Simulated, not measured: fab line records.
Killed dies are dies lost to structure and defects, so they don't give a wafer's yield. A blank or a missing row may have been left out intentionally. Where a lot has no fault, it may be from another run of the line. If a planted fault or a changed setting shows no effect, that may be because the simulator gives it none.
A struck lot beside a sound one | flow n5-finfet | 15 out of 1938 route steps
Sound: the wafers L712.4, L712.5, L712.6. Struck: wafers L717.5, L717.6 (left out: L717.1, a lot-mate that was not struck); the cause follows at the end.
For every step that has rows: the tool of each side, followed by ch and its chambers, followed by its first start. Under that, the readings that differ: sound wafers | struck wafers | difference of the means | sigmas: that difference in standard deviations of wafers without a fault.
alike: readings whose means differ by less than 2 such deviations, and words and numbers that are the same on both sides. not compared: withheld readings, readings that some wafer has no value for, bounds like >300 that may hide the same value, and numbers for which the record gives no deviation and whose values overlap.
Wherever a step has rows on one side only, a row that says differs or no value, or a row with sigmas, the two part there. Numbers that don't overlap but have no deviation are shown without sigmas and don't part them. Lack of a reading on every wafer of one side parts them only where that side has two or more wafers.

N5_BEOL_M9_HM_DEP_02: deposits TiN, target thk 20 nm.
  sound: pvd-sputter-01 at day 11 18:57; struck: pvd-sputter-02 at day 13 10:56
  alike: chamber-pressure-pa, throttle-valve-pct
then, 8 steps without rows for these wafers: N5_BEOL_M9_COAT_59 (time 60 s, resist thk 100 nm); N5_BEOL_M9_COAT_60 (time 60 s, resist thk 30 nm); N5_BEOL_M9_COAT_05 (resist thk 90 nm); N5_BEOL_M9_EBR_07; N5_BEOL_M9_SOFTBAKE_06 (time 60 s); N5_BEOL_M9_EXPOSE_08 (exposes mask M9); N5_BEOL_M9_PEB_09 (peb time 60 s); N5_BEOL_M9_DEVELOP_10 (develop time 30 s).
N5_BEOL_M9_CD_MEAS_11: the cd target is 64.1 nm.
  sound on cd-sem-03 ch 0, day 11 19:27; struck on cd-sem-03 ch 0, day 13 11:27
  reading    | sound          | struck    | difference | sigmas
  cd-nm (nm) | 63.0 63.5 63.2 | 64.6 64.0 | +1.1       | +2
N5_BEOL_M9_OVL_MEAS_12:
  sound on overlay-01 ch 0, day 11 19:29; struck on overlay-01 ch 0, day 13 11:29
  reading     | sound         | struck  | difference | sigmas
  M9_OVL (nm) | -1.0 0.0 -1.2 | 1.5 1.5 | +2.2       | +2
N5_BEOL_M9_INSPECT_13: inspects for defects (brightfield).
  sound: defect-inspect-02 at day 11 19:30; struck: defect-inspect-01 at day 13 11:31
  alike: raw-defect-count
N5_BEOL_M9_DESCUM_16: chemistry O2, time 7.9 s.
  sound on rie-diel-03 ch 2,3, day 11 19:32; struck on rie-diel-03 ch 0,3, day 13 11:34
  reading                                      | sound          | struck  | difference | sigmas
  model.CAR-ArF_of_BEOL_M9_COAT_05.thk-nm (nm) | 83.6 83.2 83.4 | 83 82.6 | -1         |
  alike: drypump-motor-current-A, oes-product-au, rf-vpp-V, showerhead-plenum-p-Torr, throttle-valve-pct
  not compared: rf-hours-counter-h
N5_BEOL_M9_ETCH_61: etches SiARC in CF4, target depth 39 nm, time 65 s.
  sound on rie-diel-03 ch 2,3, day 11 19:34; struck on rie-diel-03 ch 0,3, day 13 11:37
  reading                                      | sound          | struck    | difference | sigmas
  model.CAR-ArF_of_BEOL_M9_COAT_05.thk-nm (nm) | 55.6 55.4 55.6 | 55.2 54.8 | -0.5       |
  alike: bias-w, drypump-motor-current-A, etch-rf-on-time-s, mfc-ar-sccm, oes-product-au, rf-vpp-V, showerhead-plenum-p-Torr, throttle-valve-pct
  not compared: rf-hours-counter-h
N5_BEOL_M9_ETCH_62: etches SOC in N2/H2, target depth 110 nm, overetch 22 nm, time 165 s.
  sound on rie-diel-03 ch 2,3, day 11 19:37; struck on rie-diel-03 ch 0,3, day 13 11:40
  alike: bias-w, drypump-motor-current-A, oes-product-au, rf-vpp-V, showerhead-plenum-p-Torr, throttle-valve-pct
  not compared: rf-hours-counter-h

## WHERE THEY PART
Earliest at N5_BEOL_M9_CD_MEAS_11; latest, in this record, at N5_BEOL_M9_OVL_MEAS_12. Later steps at which nothing parts them and some readings are alike: N5_BEOL_M9_INSPECT_13, N5_BEOL_M9_DESCUM_16, N5_BEOL_M9_ETCH_61, N5_BEOL_M9_ETCH_62.

WHY: whatever the simulator had introduced
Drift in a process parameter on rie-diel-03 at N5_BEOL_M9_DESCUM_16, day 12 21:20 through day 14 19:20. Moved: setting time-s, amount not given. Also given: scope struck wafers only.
